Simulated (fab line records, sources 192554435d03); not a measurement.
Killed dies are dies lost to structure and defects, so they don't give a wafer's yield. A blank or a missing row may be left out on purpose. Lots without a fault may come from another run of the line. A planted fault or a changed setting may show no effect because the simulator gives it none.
Chamber matching | flow n5_finfet | N5_HKMG_FIN_ALD_36 on ald_metal-04: 4 sister chambers
The step deposits TiN, target thk 1 nm, pulse time 1 s, purge time 3 s. 8 wafers are shown with their chamber, then 12 later ones without.

WAFERS WITH THEIR CHAMBER
wafer  | chamber | heater_power_w (W) | heater_power_outer_w (W)
L084.6 | 3       | 801                | 494
L087.5 | 2       | 785                | 493
L087.6 | 1       | 954                | 562
L088.3 | 1       | 970                | 555
L088.4 | 3       | 820                | 491
L093.3 | 2       | 809                | 481
L093.4 | 0       | 913                | 529
L093.6 | 0       | 885                | 534

WAFERS WITHOUT THEIR CHAMBER
wafer  | heater_power_w (W) | heater_power_outer_w (W)
L094.1 | 976                | 571
L094.5 | 902                | 522
L094.6 | 960                | 559
L095.2 | 942                | 570
L095.3 | 790                | 488
L095.4 | 777                | 482
L096.2 | 794                | 490
L096.4 | 949                | 572
L096.6 | 811                | 501
L097.3 | 967                | 567
L097.5 | 958                | 574
L097.6 | 801                | 488

WHICH CHAMBER EACH WENT THROUGH
wafer  | from the rows above     | in truth
L094.1 | 1                       | 1
L094.5 | 0                       | 0
L094.6 | 1                       | 1
L095.2 | 1                       | 1
L095.3 | can't be placed: 2 or 3 | 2
L095.4 | can't be placed: 2 or 3 | 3
L096.2 | can't be placed: 2 or 3 | 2
L096.4 | 1                       | 1
L096.6 | can't be placed: 3 or 2 | 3
L097.3 | 1                       | 1
L097.5 | 1                       | 1
L097.6 | can't be placed: 2 or 3 | 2
Placed correctly: 7 of 12. Can't be placed from these rows: 5 (the true chamber is among the candidates in 5). Placed wrongly: 0.
How it was worked out, from the rows above alone: a wafer's distance from a chamber is the root of the sum, over the readings, of the square of ((its reading less the chamber's mean) divided by the reading's scatter). The wafer belongs to the nearest chamber; if the next one is less than 2 further off, it can't be placed. A chamber's mean is the mean of its shown wafers. The scatter: the root of (the sum of the squares of (reading less its chamber's mean) over the shown wafers, divided by (wafers less chambers)).
